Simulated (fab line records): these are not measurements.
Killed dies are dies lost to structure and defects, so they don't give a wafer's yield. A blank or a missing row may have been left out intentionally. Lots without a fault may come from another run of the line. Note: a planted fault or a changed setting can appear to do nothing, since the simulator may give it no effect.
Split-lot study + flow n5-finfet + 21 wafers read from 7 lots, route of 1938 steps

## ABOUT THE SPLIT
At N5_MOL_CONTACT_COAG_EXPOSE_05 (exposes mask CA, defocus 0 nm), the setting dose-mj was moved away from the recipe's 38.25 on 10 of the 21 wafers read, by -7.2% to +4.1%. This setting was run at the recipe's value on the other wafers.

## FROM THE SPLIT TO THE READING: what the file shows between them, 2 steps
- N5_MOL_CONTACT_COAG_PEB_06: peb time 60 s
- N5_MOL_CONTACT_COAG_DEVELOP_07: develop time 30 s

## THE READING
cd-nm, in nm, at N5_MOL_CONTACT_COAG_CD_MEAS_08 (target cd 28 nm). A value of 27.95 nm with a standard deviation of 0.23 nm is what fault-free wafers of this fab line usually give.

| wafer  | tool, chamber at the split | dose-mj as run | against the recipe | cd-nm, nm | against lot-mates on the recipe |
|--------|----------------------------|----------------|--------------------|-----------|---------------------------------|
| L077.1 | euv-scanner-02, 0          | 38.25          | recipe             | 28.05     | -                               |
| L077.2 | euv-scanner-02, 0          | 36.44          | -4.7%              | 26.69     | -1.43                           |
| L077.6 | euv-scanner-02, 0          | 38.25          | recipe             | 28.19     | -                               |
| L080.1 | euv-scanner-02, 0          | 39.8           | +4.1%              | 28.87     | +0.78                           |
| L080.3 | euv-scanner-02, 0          | 38.25          | recipe             | 28.09     | -                               |
| L080.4 | euv-scanner-02, 0          | 39.8           | +4.1%              | 28.38     | +0.29                           |
| L081.1 | euv-scanner-02, 0          | 35.5           | -7.2%              | 26.12     | no lot-mate on the recipe       |
| L081.4 | euv-scanner-02, 0          | 35.5           | -7.2%              | 26.00     | no lot-mate on the recipe       |
| L081.6 | euv-scanner-02, 0          | 35.5           | -7.2%              | 25.91     | no lot-mate on the recipe       |
| L086.1 | euv-scanner-01, 0          | 39.68          | +3.7%              | 28.96     | +0.84                           |
| L086.3 | euv-scanner-01, 0          | 39.68          | +3.7%              | 28.60     | +0.48                           |
| L086.5 | euv-scanner-01, 0          | 38.25          | recipe             | 28.12     | -                               |
| L090.2 | euv-scanner-02, 0          | 38.25          | recipe             | 27.83     | -                               |
| L090.3 | euv-scanner-02, 0          | 36.44          | -4.7%              | 26.34     | -1.49                           |
| L090.5 | euv-scanner-02, 0          | 36.44          | -4.7%              | 26.89     | -0.94                           |
| L092.2 | euv-scanner-01, 0          | 38.25          | recipe             | 28.07     | -                               |
| L092.4 | euv-scanner-01, 0          | 38.25          | recipe             | 28.00     | -                               |
| L092.6 | euv-scanner-01, 0          | 38.25          | recipe             | 28.01     | -                               |
| L096.1 | euv-scanner-02, 0          | 38.25          | recipe             | 27.70     | -                               |
| L096.2 | euv-scanner-02, 0          | 38.25          | recipe             | 27.79     | -                               |
| L096.6 | euv-scanner-02, 0          | 38.25          | recipe             | 27.76     | -                               |

FIT RESULTS
A straight line over all 21 wafers: cd-nm changes by +0.25 nm for each +1% of dose-mj; r = +0.97; the points scatter about the line by 0.22 nm.
The same after taking each lot's own level away (the mean of its wafers on the recipe; 18 wafers): +0.216 nm for each +1%; r = +0.95; scatter 0.21 nm.
The reading moves by 1.6 nm for the largest change in dose-mj, on that fit.
Measured against the standard deviation above, the lots' own levels, which go from 27.750 to 28.120 nm, span 1.6 times it.
So the lot-to-lot level changes the slope: the two fits differ.
Check: for one of the wafers moved furthest among these (-4.7%), held out of the fit, the line's prediction against its lot-mates is -1.03 nm. Against them it came out at -1.43 nm.

## THE WHOLE CHAIN: every reading that the file lists as answering this split, in the file's order
| step                           | what it does                                                        | reading                                                                        | change (the file's fit)               | r (the file's) |
|--------------------------------|---------------------------------------------------------------------|--------------------------------------------------------------------------------|---------------------------------------|----------------|
| N5_MOL_CONTACT_COAG_CD_MEAS_08 | target cd 28 nm                                                     | cd-nm                                                                          | +0.228 nm for each +1% of the setting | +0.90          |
| N5_MOL_CONTACT_COAG_ETCH_59    | etches underlayer in N2/H2, target depth 13 nm, time 10.4 s         | MOL_CONTACT_COAG.cd-offset-nm (the simulator's own value, which no gauge read) | +0.213 nm for each +1% of the setting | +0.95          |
| N5_MOL_CONTACT_COAG_ETCH_105   | etches SiARC in CF4, target depth 15.6 nm, time 26 s                | MOL_CONTACT_COAG.cd-offset-nm (the simulator's own value, which no gauge read) | +0.237 nm for each +1% of the setting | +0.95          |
| N5_MOL_CONTACT_COAG_ETCH_106   | etches SOC in N2/H2, target depth 80 nm, overetch 16 nm, time 120 s | MOL_CONTACT_COAG.cd-offset-nm (the simulator's own value, which no gauge read) | +0.233 nm for each +1% of the setting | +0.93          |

## THE FILE'S OWN FIT
cd-nm changes by +0.228 nm for each +1% of dose-mj, r = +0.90.
